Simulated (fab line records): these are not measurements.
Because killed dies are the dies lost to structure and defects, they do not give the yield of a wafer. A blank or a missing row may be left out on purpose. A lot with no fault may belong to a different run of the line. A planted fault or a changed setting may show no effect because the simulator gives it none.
The tool behind it: which one?	flow nand_harc	36 wafers from 12 lots sampled at 5 of the route's 1302 steps

WHAT THE GAUGES SHOWED, per wafer
NHARC_P_M1_INSPECT_11.
lot	measured	on	raw_defect_count
L075	day 6 11:19	defect_inspect-01	5 4 6
L077	day 7 15:59	defect_inspect-02	5 3 6
L079	day 8 02:16	defect_inspect-02	8 6 2
L081	day 9 04:54	defect_inspect-02	7 9 7
L083	day 9 23:06	defect_inspect-01	3 5 4
L085	day 11 05:04	defect_inspect-02	4 1 8
L087	day 11 14:58	defect_inspect-01	5 2 1
L089	day 12 08:33	defect_inspect-01	3 1 3
L091	day 13 06:52	defect_inspect-01	7 6 8
L093	day 14 05:06	defect_inspect-02	5 5 6
L095	day 15 10:20	defect_inspect-02	0 4 9
L097	day 15 20:10	defect_inspect-01	3 5 9

WHICH TOOL RAN EACH LOT (tool, then ch and the chambers of the sampled wafers, then the start)
lot	NHARC_P_CONTACT_STRIP_28	NHARC_P_M0_ETCH_34	NHARC_P_M0_DEGAS_28	NHARC_P_M0_PVD_21
L075	rie_diel-05 ch 0,1,2, day 6 04:14	rie_diel-02 ch 0,1,3, day 6 07:32	pvd_sputter-03, day 6 08:22	pvd_sputter-03, day 6 11:19 or earlier
L077	rie_diel-05 ch 0,2,3, day 7 08:45	rie_diel-02 ch 0,2,3, day 7 12:02	pvd_sputter-03, day 7 12:54	pvd_sputter-03, day 7 15:59 or earlier
L079	rie_diel-05 ch 0,1,2, day 7 18:48	rie_diel-04 ch 0,1,3, day 7 22:16	pvd_sputter-01, day 7 23:10	pvd_sputter-01, day 8 02:16 or earlier
L081	rie_diel-05 ch 0,3, day 8 21:17	rie_diel-04 ch 1,2,3, day 9 01:01	pvd_sputter-01, day 9 01:50	pvd_sputter-01, day 9 04:54 or earlier
L083	rie_diel-06 ch 1,2,3, day 9 15:53	rie_diel-04 ch 0,1,3, day 9 19:11	pvd_sputter-01, day 9 20:01	pvd_sputter-01, day 9 23:06 or earlier
L085	rie_diel-06 ch 0,2,3, day 10 21:52	rie_diel-08 ch 0,1,3, day 11 01:09	pvd_sputter-01, day 11 02:00	pvd_sputter-01, day 11 05:04 or earlier
L087	rie_diel-01 ch 0,3, day 11 07:38	rie_diel-08 ch 2,3, day 11 11:05	pvd_sputter-02, day 11 11:55	pvd_sputter-02, day 11 14:58 or earlier
L089	rie_diel-05 ch 1,2,3, day 12 01:20	rie_diel-02 ch 2,3, day 12 04:38	pvd_sputter-02, day 12 05:29	pvd_sputter-02, day 12 08:33 or earlier
L091	rie_diel-05 ch 0,1, day 12 23:44	rie_diel-08 ch 1,2, day 13 03:06	pvd_sputter-03, day 13 03:56	pvd_sputter-03, day 13 06:52 or earlier
L093	rie_diel-01 ch 0,1, day 13 21:49	rie_diel-08 ch 0,1,2, day 14 01:11	pvd_sputter-03, day 14 02:01	pvd_sputter-03, day 14 05:06 or earlier
L095	rie_diel-06 ch 0,3, day 15 03:04	rie_diel-02 ch 0,2, day 15 06:23	pvd_sputter-01, day 15 07:16	pvd_sputter-01, day 15 10:20 or earlier
L097	rie_diel-01 ch 0,2,3, day 15 13:02	rie_diel-04 ch 0,1,2, day 15 16:14	pvd_sputter-02, day 15 17:06	pvd_sputter-02, day 15 20:10 or earlier
- NHARC_P_CONTACT_STRIP_28: strips in O2.
- NHARC_P_M0_ETCH_34: etches the open film in N2/H2, target depth 40 nm, overetch 12 nm, time 43.94 s.
- NHARC_P_M0_DEGAS_28: time 60 s.
- NHARC_P_M0_PVD_21: deposits Cu, target thk 30 nm, time 20.49 s.

THE ANSWER, worked out from the rows above alone
Rule: the lots themselves supply what counts as usual. The widest of any qualifying gaps counts: lots, ordered by their means at a reading, are off when they make up no more than a third of the lots, leave a main group of 4 or more, and stand apart from it by 3 or more times the standard deviation of that group's means. The tables above print the reading to a certain number of digits; a main group whose means all agree to those digits is not used. A lot without any number at a reading at which 4 lots or more have one is off too. Where the step has rows for the other lots, those lots are counted as sound.
Across all readings shown, no lot is off: no conclusion can be drawn from this.

WHAT THE SIMULATOR HAD INSERTED
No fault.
